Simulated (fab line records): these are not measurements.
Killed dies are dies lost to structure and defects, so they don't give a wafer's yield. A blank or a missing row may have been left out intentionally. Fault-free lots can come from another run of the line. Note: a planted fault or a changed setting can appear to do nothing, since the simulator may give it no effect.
A struck lot beside a sound one ; flow n5-finfet ; 15 steps out of a route of 1938
Sound: the wafers L205.2, L205.3, L205.5. Struck: wafers L192.1, L192.4, L192.5. Last of all comes the cause.
For every step that has rows: the tool of each side, followed by ch and its chambers, followed by its first start. Under that, the readings that differ: sound wafers ; struck wafers ; difference of the means ; sigmas: that difference in standard deviations of wafers without a fault.
alike: readings with means less than 2 such deviations apart, plus words and numbers identical on both sides. not compared: withheld readings, readings lacking a value on some wafer, bounds such as >300 that could conceal the same value, and numbers that have no deviation in the record and whose values overlap.
Wherever a step has rows on one side only, a row that says differs or no value, or a row with sigmas, the two part there. Numbers that don't overlap but have no deviation are shown without sigmas and don't part them. A reading missing from all wafers of one side parts the sides only when that side holds two or more wafers.

first, 3 steps without rows for these wafers: N5_SD_EPI_P_PRECLEAN_32 (cleans in dHF, time 10 s); N5_SD_EPI_P_PRECLEAN_33 (cleans in SC2, time 45 s); N5_SD_EPI_P_SRD_25 (time 30 s).
N5_SD_EPI_P_INSPECT_26: inspects for defects (darkfield).
  sound on defect-inspect-01 at day 8 02:38; struck on defect-inspect-01 at day 4 16:01
  alike: raw-defect-count
N5_SD_ACTIVATION_RTA_00: time 0 s.
  sound on rtp-anneal-01 ch 0, day 8 02:41; struck on rtp-anneal-02 ch 0, day 4 16:02
  alike: lamp-power-pct, wafer_temp_C_max
N5_SD_ACTIVATION_LSA_01: time 0.0008 s.
  sound on laser-anneal-01 ch 0, day 8 02:53; struck on laser-anneal-02 ch 0, day 4 16:14
  alike: wafer_temp_C_max
N5_SD_ACTIVATION_RS_MEAS_03: measurement is done with a four-point probe.
  sound on film-metro-02 at day 8 03:05; struck on film-metro-01 at day 4 16:27
  alike: RS_SD_N, RS_SD_P
N5_SD_ACTIVATION_INSPECT_02: inspects for defects (darkfield).
  sound on defect-inspect-02 at day 8 03:23; struck on defect-inspect-01 at day 4 16:46
  alike: raw-defect-count
N5_ILD0_LINER_00: material SiNx, target thk 4 nm, pulse time 1 s, purge time 2 s.
  sound on ald-sin-01 ch 2,3, day 8 03:40; struck on ald-sin-04 ch 0,1,2, day 4 19:29
  alike: heater-power-w, precursor-pulse-height-rel
then, 2 steps without rows for these wafers: N5_ILD0_FCVD_FILL_01 (material SiO2 flowable, target thk 200 nm, time 328.3 s); N5_ILD0_CURE_02 (time 1800 s).
N5_ILD0_CMP_03: polishes, stops on SiNx, t overpolish 1.9 s, target thk 197.38 nm.
  sound on cmp-02 ch 1,3, day 8 06:04; struck on cmp-04 ch 0,1, day 4 21:50
reading;sound;struck;difference;sigmas
platen-rpm (rpm);51.76 51.76 51.86;49.70 49.71 49.71;-2.09;-60
  alike: motor-current-A, overpolish-run-s, time-to-endpoint-s
  not compared: pad-life-wafers
N5_ILD0_THK_MEAS_04:
  sound on film-metro-01 at day 8 06:19; struck on film-metro-02 at day 4 22:08
  alike: thk-nm
-- the record jumps here: 4 days lie between the struck wafers' starts before and after (it left off in module ILD0 and takes up again in module BEOL_M4, whose first step shown is number 1111 of the route) --
N5_BEOL_M4_RC_MEAS_101:
  sound on prober-02 ch 0, day 12 08:55; struck on prober-02 ch 0, day 9 00:34
  alike: DIBL_N, DIBL_P, IOFF_N, IOFF_P, ION_N, ION_P, SS_N, SS_P, VT_N, VT_P
-- here the record skips 4 days between the struck wafers' starts before and after, leaving off in module BEOL_M4 and picking up in module PASSIVATION (first step shown: number 1936 of the route) --
N5_PASSIVATION_PROBE_49:
  the record has rows for the struck wafers here (prober-01, day 12 22:28) and none for the sound ones

## WHERE THEY PART
At N5_ILD0_CMP_03 first; at N5_PASSIVATION_PROBE_49 last (within this record only).

WHY: whatever the simulator had introduced
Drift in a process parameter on cmp-04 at N5_ILD0_CMP_03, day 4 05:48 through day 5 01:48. A move of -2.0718 in setting platen-rpm, from 51.796. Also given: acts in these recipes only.
